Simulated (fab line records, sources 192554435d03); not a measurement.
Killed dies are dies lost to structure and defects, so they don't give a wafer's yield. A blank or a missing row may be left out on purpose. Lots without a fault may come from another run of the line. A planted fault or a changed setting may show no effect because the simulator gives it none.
Which tool did it? | flow n5_finfet | 24 lots, 72 wafers sampled, at 5 steps of a route of 1938

WHAT THE GAUGES READ, wafer by wafer
N5_BEOL_M6_THK_MEAS_53: measures by xrf. Usual: M6_THK 77.8 nm, standard deviation 2.5.
lot  | measured     | on            | M6_THK (nm)    | flag
L074 | day 8 13:08  | film_metro-02 | 78.0 78.7 79.4 |
L076 | day 9 02:03  | film_metro-01 | 71.0 75.2 75.6 |
L075 | day 9 04:02  | film_metro-02 | 78.8 75.9 75.0 |
L077 | day 9 07:09  | film_metro-01 | 79.8 76.0 77.7 |
L078 | day 9 15:20  | film_metro-02 | 74.4 74.9 77.1 |
L079 | day 10 00:35 | film_metro-01 | 73.7 76.2 75.0 |
L081 | day 10 04:10 | film_metro-02 | 77.8 73.6 77.7 |
L080 | day 10 10:49 | film_metro-02 | 78.1 81.3 73.9 |
L082 | day 10 16:35 | film_metro-02 | 80.2 79.1 77.9 |
L083 | day 11 01:05 | film_metro-01 | 80.6 77.3 78.6 |
L084 | day 11 02:52 | film_metro-02 | 75.2 84.2 75.9 |
L086 | day 11 18:43 | film_metro-01 | 73.7 76.4 79.6 |
L088 | day 11 23:37 | film_metro-02 | 78.3 79.8 83.2 |
L085 | day 12 00:17 | film_metro-01 | 81.1 80.9 78.7 |
L087 | day 12 05:56 | film_metro-01 | 73.4 73.0 77.7 |
L089 | day 12 11:12 | film_metro-01 | 81.2 79.8 75.7 |
L091 | day 13 03:07 | film_metro-01 | 82.8 77.3 77.8 |
L093 | day 13 12:50 | film_metro-02 | 78.3 79.3 78.8 |
L090 | day 13 13:51 | film_metro-02 | 75.1 78.6 76.1 |
L092 | day 14 00:01 | film_metro-01 | 81.1 80.2 78.4 |
L094 | day 14 06:25 | film_metro-01 | 80.7 76.9 77.9 |
L095 | day 14 11:04 | film_metro-01 | 80.3 79.4 77.5 |
L096 | day 14 12:59 | film_metro-01 | 73.7 78.5 76.8 |
L097 | day 14 19:57 | film_metro-01 | 75.2 74.6 78.7 |

N5_BEOL_M7_OCD_MEAS_38. Usual: trench_depth_nm 93.0 nm, standard deviation 2.
lot  | measured     | on     | trench_depth_nm (nm) | flag
L074 | day 8 17:22  | ocd-01 | 93.7 93.6 93.4       |
L076 | day 9 05:32  | ocd-01 | 91.8 92.3 91.8       |
L075 | day 9 07:55  | ocd-01 | 90.2 95.1 92.3       |
L077 | day 9 11:47  | ocd-01 | 95.8 94.2 95.2       |
L078 | day 9 20:26  | ocd-02 | 91.3 94.9 95.0       |
L079 | day 10 07:23 | ocd-01 | 93.5 93.3 94.7       |
L081 | day 10 09:37 | ocd-02 | 92.2 96.1 95.4       |
L080 | day 10 15:32 | ocd-01 | 92.3 91.9 94.6       |
L082 | day 10 22:31 | ocd-01 | 95.1 93.4 95.1       |
L083 | day 11 07:34 | ocd-02 | 90.2 89.9 92.3       |
L084 | day 11 10:16 | ocd-01 | 90.2 92.2 90.5       |
L086 | day 11 23:23 | ocd-02 | 92.8 94.8 91.7       |
L088 | day 12 05:40 | ocd-02 | 95.7 91.8 93.0       |
L085 | day 12 05:39 | ocd-01 | 97.9 93.9 97.4       |
L087 | day 12 10:10 | ocd-02 | 92.2 95.9 93.6       |
L089 | day 12 14:22 | ocd-01 | 91.4 91.4 94.5       |
L091 | day 13 08:07 | ocd-02 | 89.7 92.9 90.8       |
L093 | day 13 17:56 | ocd-01 | 94.5 94.9 89.8       |
L090 | day 13 17:47 | ocd-02 | 91.2 93.8 90.0       |
L092 | day 14 05:03 | ocd-02 | 94.7 96.0 95.7       |
L094 | day 14 13:58 | ocd-01 | 90.3 93.3 90.3       |
L095 | day 14 14:19 | ocd-01 | 94.8 93.0 93.8       |
L096 | day 14 17:53 | ocd-01 | 91.9 91.5 90.6       |
L097 | day 15 01:53 | ocd-02 | 93.3 92.7 91.7       |

WHICH TOOL RAN EACH LOT (tool, then ch and the chambers of the sampled wafers, then the start)
lot  | N5_BEOL_M6_SURFACE_TREAT_79  | N5_BEOL_M7_ETCH_61                 | N5_BEOL_M7_STRIP_19
L074 | pvd_sputter-02, day 8 11:53  | rie_diel-06 ch 0,1, day 8 15:11    | rie_diel-06 ch 0,1, day 8 15:32
L076 | pvd_sputter-03, day 9 00:19  | rie_diel-01 ch 1,2,3, day 9 03:28  | rie_diel-06 ch 1,2,3, day 9 04:02
L075 | pvd_sputter-01, day 9 02:49  | rie_diel-03 ch 0,1, day 9 06:08    | rie_diel-06 ch 1,2,3, day 9 06:34
L077 | pvd_sputter-01, day 9 05:59  | rie_diel-01 ch 0,1,3, day 9 10:12  | rie_diel-03 ch 0,1,2, day 9 10:38
L078 | pvd_sputter-02, day 9 12:40  | rie_diel-01 ch 0,1, day 9 19:06    | rie_diel-01 ch 0,1,2, day 9 19:28
L079 | pvd_sputter-03, day 9 23:18  | rie_diel-03 ch 0,1,2, day 10 03:25 | rie_diel-03 ch 1,2,3, day 10 03:47
L081 | pvd_sputter-03, day 10 03:10 | rie_diel-03 ch 0,2,3, day 10 08:14 | rie_diel-03 ch 2,3, day 10 08:41
L080 | pvd_sputter-01, day 10 08:50 | rie_diel-03 ch 0,2,3, day 10 12:32 | rie_diel-03 ch 0,1,3, day 10 12:54
L082 | pvd_sputter-01, day 10 15:23 | rie_diel-06 ch 0,2, day 10 19:29   | rie_diel-06 ch 0,1,3, day 10 19:51
L083 | pvd_sputter-02, day 10 23:59 | rie_diel-01 ch 0,2,3, day 11 06:08 | rie_diel-01 ch 0,1,3, day 11 06:30
L084 | pvd_sputter-02, day 11 00:22 | rie_diel-03 ch 2,3, day 11 06:43   | rie_diel-06 ch 0,1,3, day 11 07:06
L086 | pvd_sputter-03, day 11 17:29 | rie_diel-01 ch 0,1,3, day 11 21:55 | rie_diel-06 ch 0,1,2, day 11 22:16
L088 | pvd_sputter-02, day 11 22:32 | rie_diel-03 ch 0,2,3, day 12 02:44 | rie_diel-03 ch 0,2,3, day 12 03:12
L085 | pvd_sputter-01, day 11 22:47 | rie_diel-01 ch 0,2,3, day 12 02:50 | rie_diel-01 ch 2,3, day 12 03:17
L087 | pvd_sputter-03, day 12 03:10 | rie_diel-03 ch 0,1,3, day 12 08:40 | rie_diel-03 ch 1,2,3, day 12 09:07
L089 | pvd_sputter-03, day 12 09:01 | rie_diel-03 ch 0,1,2, day 12 12:56 | rie_diel-06 ch 0,2,3, day 12 13:18
L091 | pvd_sputter-03, day 13 01:38 | rie_diel-01 ch 2,3, day 13 05:41   | rie_diel-03 ch 1,2,3, day 13 06:03
L093 | pvd_sputter-01, day 13 11:23 | rie_diel-06 ch 1,2,3, day 13 15:42 | rie_diel-03 ch 0,1,2, day 13 16:04
L090 | pvd_sputter-01, day 13 12:42 | rie_diel-03 ch 0,2,3, day 13 15:51 | rie_diel-03 ch 1,2,3, day 13 16:13
L092 | pvd_sputter-01, day 13 21:38 | rie_diel-01 ch 0,2, day 14 02:12   | rie_diel-01 ch 1,2, day 14 02:40
L094 | pvd_sputter-03, day 14 05:05 | rie_diel-01 ch 0,1,3, day 14 11:15 | rie_diel-06 ch 0,1,2, day 14 11:41
L095 | pvd_sputter-03, day 14 06:35 | rie_diel-06 ch 0,2,3, day 14 12:40 | rie_diel-03 ch 1,2,3, day 14 13:07
L096 | pvd_sputter-01, day 14 11:35 | rie_diel-03 ch 0,2, day 14 14:47   | rie_diel-01 ch 0,1, day 14 15:10
L097 | pvd_sputter-01, day 14 18:53 | rie_diel-03 ch 0,1,2, day 14 22:12 | rie_diel-06 ch 0,3, day 14 22:33
- N5_BEOL_M6_SURFACE_TREAT_79
- N5_BEOL_M7_ETCH_61: etches SiARC in CF4, target depth 45.5 nm, time 75.8 s.
- N5_BEOL_M7_STRIP_19: strips in O2.

WHAT THE TOOLS THEMSELVES READ (means of the sampled wafers that have a number; where no wafer has one, the mark that the record gives instead)
N5_BEOL_M7_ETCH_61. Usual: drypump_motor_current_A 5.9 A, standard deviation 0.48; etch_rf_on_time_s 76.3 s, standard deviation 2.3; mfc_ar_sccm 99.99 sccm, standard deviation 0.28; oes_product_au 0.64 a.u., standard deviation 0.077; rf_vpp_V 183.9 V, standard deviation 1.2; showerhead_plenum_p_Torr 2.14 Torr, standard deviation 0.076; throttle_valve_pct 15.78 %, standard deviation 0.26.
lot  | tool        | drypump_motor_current_A (A) | etch_rf_on_time_s (s) | mfc_ar_sccm (sccm) | oes_product_au (a.u.) | rf_vpp_V (V) | showerhead_plenum_p_Torr (Torr) | throttle_valve_pct (%) | flag
L074 | rie_diel-06 | 6.5                         | 74.3                  | 99.79              | 0.68                  | 183.8        | 2.11                            | 15.39                  |
L076 | rie_diel-01 | 5.4                         | 75.7                  | 100.10             | 0.70                  | 184.7        | 2.19                            | 15.76                  |
L075 | rie_diel-03 | 6.5                         | 75.8                  | 99.90              | 0.61                  | 183.8        | 2.11                            | 15.96                  |
L077 | rie_diel-01 | 5.5                         | 75.1                  | 100.12             | 0.69                  | 183.8        | 2.16                            | 15.86                  |
L078 | rie_diel-01 | 5.5                         | 75.5                  | 99.79              | 0.74                  | 184.8        | 2.17                            | 15.70                  |
L079 | rie_diel-03 | 6.2                         | 77.7                  | 99.73              | 0.60                  | 184.2        | 2.16                            | 15.96                  |
L081 | rie_diel-03 | 5.9                         | 76.9                  | 100.08             | 0.62                  | 183.9        | 2.17                            | 15.74                  |
L080 | rie_diel-03 | 5.9                         | 77.1                  | 99.94              | 0.62                  | 184.6        | 2.17                            | 15.74                  |
L082 | rie_diel-06 | 6.2                         | 72.8                  | 99.91              | 0.70                  | 182.3        | 2.06                            | 15.47                  |
L083 | rie_diel-01 | 5.4                         | 77.4                  | 100.16             | 0.60                  | 183.7        | 2.16                            | 15.93                  |
L084 | rie_diel-03 | 6.1                         | 78.1                  | 99.89              | 0.59                  | 184.7        | 2.17                            | 15.77                  |
L086 | rie_diel-01 | 5.5                         | 75.4                  | 100.23             | 0.67                  | 184.6        | 2.16                            | 15.90                  |
L088 | rie_diel-03 | 5.9                         | 78.2                  | 100.26             | 0.61                  | 183.7        | 2.16                            | 15.76                  |
L085 | rie_diel-01 | 5.4                         | 76.9                  | 100.07             | 0.60                  | 183.7        | 2.16                            | 15.93                  |
L087 | rie_diel-03 | 6.1                         | 75.5                  | 100.11             | 0.62                  | 183.4        | 2.10                            | 15.77                  |
L089 | rie_diel-03 | 6.2                         | 78.6                  | 99.81              | 0.58                  | 184.2        | 2.15                            | 16.01                  |
L091 | rie_diel-01 | 5.4                         | 78.2                  | 100.08             | 0.60                  | 184.5        | 2.18                            | 15.89                  |
L093 | rie_diel-06 | 6.0                         | 75.6                  | 100.14             | 0.71                  | 183.9        | 2.11                            | 15.54                  |
L090 | rie_diel-03 | 5.9                         | 78.3                  | 99.80              | 0.60                  | 184.9        | 2.16                            | 15.79                  |
L092 | rie_diel-01 | 5.5                         | 76.4                  | 99.91              | 0.75                  | 183.3        | 2.14                            | 15.62                  |
L094 | rie_diel-01 | 5.5                         | 74.9                  | 100.03             | 0.73                  | 183.5        | 2.15                            | 15.76                  |
L095 | rie_diel-06 | 6.0                         | 72.2                  | 100.11             | 0.68                  | 182.2        | 2.03                            | 15.52                  |
L096 | rie_diel-03 | 6.0                         | 80.0                  | 99.69              | 0.57                  | 184.7        | 2.21                            | 16.03                  |
L097 | rie_diel-03 | 6.3                         | 78.2                  | 99.94              | 0.57                  | 184.6        | 2.15                            | 16.03                  |

N5_BEOL_M7_STRIP_19. Usual: drypump_motor_current_A 6.0 A, standard deviation 0.45; oes_product_au 0.76 a.u., standard deviation 0.091; rf_vpp_V 3.7 V, standard deviation 0.61; showerhead_plenum_p_Torr 2.07 Torr, standard deviation 0.087; throttle_valve_pct 16.7 %, standard deviation 0.31.
lot  | tool        | drypump_motor_current_A (A) | oes_product_au (a.u.) | rf_vpp_V (V) | showerhead_plenum_p_Torr (Torr) | throttle_valve_pct (%) | flag
L074 | rie_diel-06 | 6.5                         | 0.79                  | 3.8          | 2.07                            | 16.4                   |
L076 | rie_diel-06 | 6.0                         | 0.79                  | 3.4          | 2.06                            | 16.6                   |
L075 | rie_diel-06 | 6.0                         | 0.78                  | 3.7          | 2.06                            | 16.7                   |
L077 | rie_diel-03 | 6.3                         | 0.71                  | 3.6          | 2.10                            | 16.9                   |
L078 | rie_diel-01 | 5.5                         | 0.79                  | 3.2          | 2.13                            | 16.8                   |
L079 | rie_diel-03 | 6.3                         | 0.72                  | 3.9          | 2.04                            | 16.7                   |
L081 | rie_diel-03 | 6.1                         | 0.72                  | 3.4          | 2.08                            | 16.5                   |
L080 | rie_diel-03 | 6.1                         | 0.73                  | 3.5          | 2.06                            | 16.8                   |
L082 | rie_diel-06 | 6.3                         | 0.79                  | 3.4          | 2.04                            | 16.5                   |
L083 | rie_diel-01 | 5.5                         | 0.78                  | 3.9          | 2.09                            | 16.8                   |
L084 | rie_diel-06 | 6.3                         | 0.78                  | 3.8          | 2.03                            | 16.5                   |
L086 | rie_diel-06 | 6.2                         | 0.85                  | 3.1          | 2.08                            | 16.6                   |
L088 | rie_diel-03 | 5.9                         | 0.73                  | 4.1          | 2.10                            | 16.7                   |
L085 | rie_diel-01 | 5.4                         | 0.74                  | 3.2          | 2.12                            | 17.0                   |
L087 | rie_diel-03 | 6.3                         | 0.70                  | 3.4          | 2.04                            | 16.7                   |
L089 | rie_diel-06 | 6.0                         | 0.81                  | 3.5          | 1.99                            | 16.6                   |
L091 | rie_diel-03 | 6.3                         | 0.70                  | 4.3          | 2.03                            | 16.7                   |
L093 | rie_diel-03 | 6.3                         | 0.68                  | 3.6          | 2.09                            | 17.0                   |
L090 | rie_diel-03 | 6.3                         | 0.69                  | 3.6          | 2.03                            | 16.7                   |
L092 | rie_diel-01 | 5.4                         | 0.75                  | 3.6          | 2.16                            | 16.8                   |
L094 | rie_diel-06 | 6.2                         | 0.82                  | 3.3          | 2.07                            | 16.6                   |
L095 | rie_diel-03 | 6.3                         | 0.69                  | 3.6          | 2.03                            | 16.7                   |
L096 | rie_diel-01 | 5.5                         | 0.92                  | 3.2          | 2.08                            | 16.6                   |
L097 | rie_diel-06 | 6.3                         | 0.73                  | 3.1          | 1.96                            | 16.5                   |

THE ANSWER, worked out from the rows above alone
Rule: a lot is off if the mean of its wafers that have a number lies more than 3 standard deviations from the usual mean. A lot without any number at a reading at which 4 lots or more have one is off too. The other lots that the step has rows for count as sound. The gauges are gone through in route order, then the tools' own readings, and for those a lot's mean is taken as printed above. The first step at which some lot is off is used, and at that step the reading that is off furthest; a lot without a number counts as furthest.
No lot is off at any reading shown: from this, nothing can be told.

WHAT THE SIMULATOR HAD PUT IN
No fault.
